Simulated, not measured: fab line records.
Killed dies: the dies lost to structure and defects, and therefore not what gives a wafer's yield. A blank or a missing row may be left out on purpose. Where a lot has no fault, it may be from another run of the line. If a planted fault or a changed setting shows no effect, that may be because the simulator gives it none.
Shared-tool check + flow nandHarc + 3 lots, 9 wafers sampled

== WHY IT WAS OPENED ==
At NHARC_END_SORT_01 the reading killedAtOther is flagged on 2 of 3 lots. Fault-free wafers read 0.9, with a standard deviation of 1.4.
Rule: a lot is flagged in two cases, either no wafer of it has a number, or all its wafers with numbers fall more than 4 standard deviations from that mean. As for the other lots, they are considered sound.

| lot  | measured     | on        | killedAtOther, wafer by wafer | flag    |
|------|--------------|-----------|-------------------------------|---------|
| L413 | day 28 20:43 | prober-02 | 0 0 1                         |         |
| L411 | day 29 17:01 | prober-01 | 55 57 41                      | FLAGGED |
| L414 | day 30 02:23 | prober-02 | 93 57 56                      | FLAGGED |
The mean of the flagged lots' numbers is 59.8, +58.9 from the usual (+42 standard deviations).

== EACH LOT AND THE TOOL IT RAN ON ==
The record holds 3 process steps before the reading, out of a route of 1302 steps. Cell contents, in order: the tool; ch with the chambers the sampled wafers went through; the start.
| lot  | flag    | NHARC_THIN_TSV_PRECLEAN_41         | NHARC_THIN_TSV_PVD_19                  | NHARC_THIN_TSV_DESCUM_35          |
|------|---------|------------------------------------|----------------------------------------|-----------------------------------|
| L413 |         | wetBench-10 ch 3,6,7, day 28 02:32 | pvdSputter-03, day 28 09:32 or earlier | rieDiel-01 ch 1,2,3, day 28 09:32 |
| L411 | FLAGGED | wetBench-08 ch 0,2,6, day 28 22:29 | pvdSputter-01, day 29 05:32 or earlier | rieDiel-13 ch 0,1,3, day 29 05:32 |
| L414 | FLAGGED | wetBench-08 ch 1,5,6, day 29 10:20 | pvdSputter-03, day 29 17:28 or earlier | rieDiel-01 ch 0,2,3, day 29 17:28 |
What these steps do:
- NHARC_THIN_TSV_PRECLEAN_41: cleans in SC1.
- NHARC_THIN_TSV_PVD_19: deposits TaN, target thk 20 nm.
- NHARC_THIN_TSV_DESCUM_35: chemistry O2, time 3 s.
- NHARC_END_SORT_01

== FLAGGED OVER TOTAL, TOOL BY TOOL (the gauges that took the reading come last) ==
| step                       | tool          | lots run | flagged | share of the flagged lots | sound lots run after its first flagged lot |
|----------------------------|---------------|----------|---------|---------------------------|--------------------------------------------|
| NHARC_THIN_TSV_PRECLEAN_41 | wetBench-08   | 2        | 2       | all                       | 0                                          |
| NHARC_THIN_TSV_PRECLEAN_41 | wetBench-10   | 1        | 0       | none                      | -                                          |
| NHARC_THIN_TSV_PVD_19      | pvdSputter-01 | 1        | 1       | some                      | 0                                          |
| NHARC_THIN_TSV_PVD_19      | pvdSputter-03 | 2        | 1       | some                      | 0                                          |
| NHARC_THIN_TSV_DESCUM_35   | rieDiel-01    | 2        | 1       | some                      | 0                                          |
| NHARC_THIN_TSV_DESCUM_35   | rieDiel-13    | 1        | 1       | some                      | 0                                          |
| NHARC_END_SORT_01          | prober-01     | 1        | 1       | some                      | 0                                          |
| NHARC_END_SORT_01          | prober-02     | 2        | 1       | some                      | 0                                          |
With no start given for some of its lots, NHARC_THIN_TSV_PVD_19 uses the hours and lot order of NHARC_THIN_TSV_DESCUM_35.

== WHAT THE TABLE PERMITS ==
1 row of the table ran every flagged lot: wetBench-08 at NHARC_THIN_TSV_PRECLEAN_41.
- wetBench-08 at NHARC_THIN_TSV_PRECLEAN_41: 2 of its 2 lots flagged. The start can't be narrowed down: in this sample, it ran no sound lot prior to its first flagged lot.
Left over: one tool, wetBench-08 at NHARC_THIN_TSV_PRECLEAN_41.

== WHAT THE SIMULATOR HAD PUT IN ==
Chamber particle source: wetBench-08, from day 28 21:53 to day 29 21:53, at NHARC_THIN_TSV_PRECLEAN_41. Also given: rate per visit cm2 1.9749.
Lots struck among those shown: L411, L414. The same result came from the rule above.
